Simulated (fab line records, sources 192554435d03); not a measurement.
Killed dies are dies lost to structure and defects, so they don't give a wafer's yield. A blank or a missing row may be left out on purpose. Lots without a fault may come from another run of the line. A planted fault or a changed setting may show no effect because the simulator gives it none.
Split-lot experiment | flow n5_finfet | 7 lots, 21 wafers read, on a route of 1938 steps

THE SPLIT
At N5_FIN_SAQP_SPACER2_ALD_28 (deposits SiO2, target thk 8.1 nm, pulse time 1 s, purge time 2 s), the setting temp_c was moved away from the recipe's 300 C on 7 of the 21 wafers read, by -4.5% to +3.9%. The other wafers ran this setting at the recipe's value.

The reading is taken at the split's own step.

THE READING
SiO2_of_FIN_SAQP_SPACER2_ALD_28.thk_nm (the simulator's own value, which no gauge read), in nm, at N5_FIN_SAQP_SPACER2_ALD_28 (deposits SiO2, target thk 8.1 nm, pulse time 1 s, purge time 2 s). The file gives no usual value for it. The 14 wafers here that ran the recipe average 8.2 nm, standard deviation 0.052 nm.

wafer  | tool, chamber at the split | temp_c as run, C | against the recipe | SiO2_of_FIN_SAQP_SPACER2_ALD_28.thk_nm, nm | against lot-mates on the recipe
L080.1 | ald_sin-04, 3,0            | 311.7            | +3.9%              | 8                                          | -0.2
L080.4 | ald_sin-04, 3,0            | 311.7            | +3.9%              | 8                                          | -0.2
L080.6 | ald_sin-04, 2              | 300              | recipe             | 8.2                                        | -
L081.3 | ald_sin-01, 3,0            | 300              | recipe             | 8.2                                        | -
L081.5 | ald_sin-01, 3,0            | 300              | recipe             | 8.2                                        | -
L081.4 | ald_sin-01, 1              | 286.6            | -4.5%              | 8.6                                        | +0.4
L085.3 | ald_sin-04, 2              | 300              | recipe             | 8.2                                        | -
L085.4 | ald_sin-04, 3,2            | 289.5            | -3.5%              | 8.4                                        | +0.2
L085.5 | ald_sin-04, 3,2            | 289.5            | -3.5%              | 8.4                                        | +0.2
L089.2 | ald_sin-04, 2,3,1          | 300              | recipe             | 8.2                                        | -
L089.4 | ald_sin-04, 2,3,1          | 300              | recipe             | 8.2                                        | -
L089.5 | ald_sin-04, 2,3,1          | 300              | recipe             | 8.2                                        | -
L092.1 | ald_sin-01, 2              | 300              | recipe             | 8                                          | -
L092.4 | ald_sin-01, 0,3            | 300              | recipe             | 8.2                                        | -
L092.6 | ald_sin-01, 0,3            | 300              | recipe             | 8.2                                        | -
L094.3 | ald_sin-02, 0,3,0          | 300              | recipe             | 8.2                                        | -
L094.4 | ald_sin-02, 0,3,0          | 300              | recipe             | 8.2                                        | -
L094.5 | ald_sin-02, 0,3,0          | 300              | recipe             | 8.2                                        | -
L095.3 | ald_sin-02, 0,1            | 303.6            | +1.2%              | 8                                          | -0.2
L095.4 | ald_sin-02, 0,1            | 303.6            | +1.2%              | 8                                          | -0.2
L095.5 | ald_sin-02, 0              | 300              | recipe             | 8.2                                        | -
Where a row lists several chambers, the file gives one row for several wafers and doesn't say which wafer went through which chamber.

THE FIT
A straight line over all 21 wafers: SiO2_of_FIN_SAQP_SPACER2_ALD_28.thk_nm changes by -0.0674 nm for each +1% of temp_c; r = -0.90; the points scatter about the line by 0.067 nm.
The same after taking each lot's own level away (the mean of its wafers on the recipe; 21 wafers): -0.0673 nm for each +1%; r = -0.91; scatter 0.063 nm.
On that fit, the largest move of temp_c shifts the reading by 0.3 nm.
The lots' own levels span 8.13 to 8.20 nm, that is 1.3 times the standard deviation above.
So the lot-to-lot level changes the slope little: the two slopes agree.
Check: with one of the wafers moved furthest among these (-4.5%) left out of the fit, the line predicts +0.253 nm for it against its lot-mates. It came out at +0.4 nm against them.

OTHER SPLITS ON THESE WAFERS
These wafers also went through other splits before the reading. Each is held against what the fit with the lots' levels taken away leaves over:
other split on the same wafers                    | wafers away from the commonest value | r with SiO2_of_FIN_SAQP_SPACER2_ALD_28.thk_nm (lot level and that fit taken away)
N5_WELL_APT_COAT_02 spin_rpm                      | 9                                    | -0.40
N5_PMOS_HMC_CHANNEL_EPI_EXPOSE_06 dose_mj         | 5                                    | +0.23
N5_PMOS_HMC_CHANNEL_EPI_DEVELOP_08 develop_time_s | 8                                    | +0.42

THE FILE'S OWN FIT
SiO2_of_FIN_SAQP_SPACER2_ALD_28.thk_nm changes by -0.0718 nm for each +1% of temp_c, r = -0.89.
